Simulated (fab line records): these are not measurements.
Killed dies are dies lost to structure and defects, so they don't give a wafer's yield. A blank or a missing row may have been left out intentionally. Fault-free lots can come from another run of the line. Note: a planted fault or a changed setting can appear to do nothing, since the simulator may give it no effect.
Matching of chambers :: flow nand_harc :: NHARC_P_GATE_STRIP_101 on rie_diel-11 has 4 sister chambers
The step strips in O2, time 20 s. 14 wafers are shown with their chamber, then 7 later ones without.

WAFERS WITH THEIR CHAMBER
wafer: L554.1
chamber: 3
showerhead_plenum_p_Torr (Torr): 3.77
drypump_motor_current_A (A): 5.6
oes_product_au (a.u.): 1.000

wafer: L554.2
chamber: 1
showerhead_plenum_p_Torr (Torr): 3.68
drypump_motor_current_A (A): 5.7
oes_product_au (a.u.): 1.008

wafer: L554.4
chamber: 0
showerhead_plenum_p_Torr (Torr): 3.36
drypump_motor_current_A (A): 5.1
oes_product_au (a.u.): 1.011

wafer: L556.1
chamber: 3
showerhead_plenum_p_Torr (Torr): 3.77
drypump_motor_current_A (A): 5.6
oes_product_au (a.u.): 1.000

wafer: L556.4
chamber: 2
showerhead_plenum_p_Torr (Torr): 3.68
drypump_motor_current_A (A): 5.4
oes_product_au (a.u.): 0.995

wafer: L556.6
chamber: 3
showerhead_plenum_p_Torr (Torr): 3.76
drypump_motor_current_A (A): 5.6
oes_product_au (a.u.): 1.002

wafer: L567.2
chamber: 0
showerhead_plenum_p_Torr (Torr): 3.35
drypump_motor_current_A (A): 5.1
oes_product_au (a.u.): 1.014

wafer: L567.5
chamber: 0
showerhead_plenum_p_Torr (Torr): 3.35
drypump_motor_current_A (A): 5.1
oes_product_au (a.u.): 1.016

wafer: L567.6
chamber: 3
showerhead_plenum_p_Torr (Torr): 3.76
drypump_motor_current_A (A): 5.6
oes_product_au (a.u.): 1.003

wafer: L568.2
chamber: 3
showerhead_plenum_p_Torr (Torr): 3.76
drypump_motor_current_A (A): 5.6
oes_product_au (a.u.): 1.003

wafer: L568.4
chamber: 1
showerhead_plenum_p_Torr (Torr): 3.68
drypump_motor_current_A (A): 5.7
oes_product_au (a.u.): 1.004

wafer: L568.5
chamber: 2
showerhead_plenum_p_Torr (Torr): 3.68
drypump_motor_current_A (A): 5.4
oes_product_au (a.u.): 1.004

wafer: L573.3
chamber: 1
showerhead_plenum_p_Torr (Torr): 3.67
drypump_motor_current_A (A): 5.8
oes_product_au (a.u.): 1.010

wafer: L573.5
chamber: 1
showerhead_plenum_p_Torr (Torr): 3.67
drypump_motor_current_A (A): 5.8
oes_product_au (a.u.): 1.009

SIGNATURES (means of the wafers above)
reading: showerhead_plenum_p_Torr
chamber 0: 3.3533
chamber 1: 3.6750
chamber 2: 3.6800
chamber 3: 3.7640
scatter within a chamber: 0.00535

reading: drypump_motor_current_A
chamber 0: 5.100
chamber 1: 5.750
chamber 2: 5.400
chamber 3: 5.600
scatter within a chamber: 0.0316

reading: oes_product_au
chamber 0: 1.01367
chamber 1: 1.00775
chamber 2: 0.99950
chamber 3: 1.00160
scatter within a chamber: 0.00288
Rule: for a wafer and a chamber, the distance is found by dividing, reading by reading, the gap between the wafer's reading and the chamber's mean by the reading's scatter, squaring, summing and taking the root. The wafer belongs to the nearest chamber; if the next one is less than 2 further off, it can't be placed. The scatter: the root of (the sum of the squares of (reading less its chamber's mean) over the shown wafers, divided by (wafers less chambers)).

WAFERS MISSING THEIR CHAMBER
wafer: L573.6
showerhead_plenum_p_Torr (Torr): 3.35
drypump_motor_current_A (A): 5.1
oes_product_au (a.u.): 1.002

wafer: L572.3
showerhead_plenum_p_Torr (Torr): 3.35
drypump_motor_current_A (A): 5.1
oes_product_au (a.u.): 1.000

wafer: L572.4
showerhead_plenum_p_Torr (Torr): 3.76
drypump_motor_current_A (A): 5.6
oes_product_au (a.u.): 1.021

wafer: L572.6
showerhead_plenum_p_Torr (Torr): 3.76
drypump_motor_current_A (A): 5.6
oes_product_au (a.u.): 1.007

wafer: L577.3
showerhead_plenum_p_Torr (Torr): 3.68
drypump_motor_current_A (A): 5.4
oes_product_au (a.u.): 0.988

wafer: L577.5
showerhead_plenum_p_Torr (Torr): 3.35
drypump_motor_current_A (A): 5.1
oes_product_au (a.u.): 0.995

wafer: L577.6
showerhead_plenum_p_Torr (Torr): 3.76
drypump_motor_current_A (A): 5.6
oes_product_au (a.u.): 1.011

CHAMBER TAKEN BY EACH
wafer: L573.6
from the rows above: 0
in truth: 0

wafer: L572.3
from the rows above: 0
in truth: 0

wafer: L572.4
from the rows above: 3
in truth: 3

wafer: L572.6
from the rows above: 3
in truth: 3

wafer: L577.3
from the rows above: 2
in truth: 2

wafer: L577.5
from the rows above: 0
in truth: 0

wafer: L577.6
from the rows above: 3
in truth: 3
Placed correctly: 7 of 7. Can't be placed from these rows: 0. Number placed wrongly: 0.
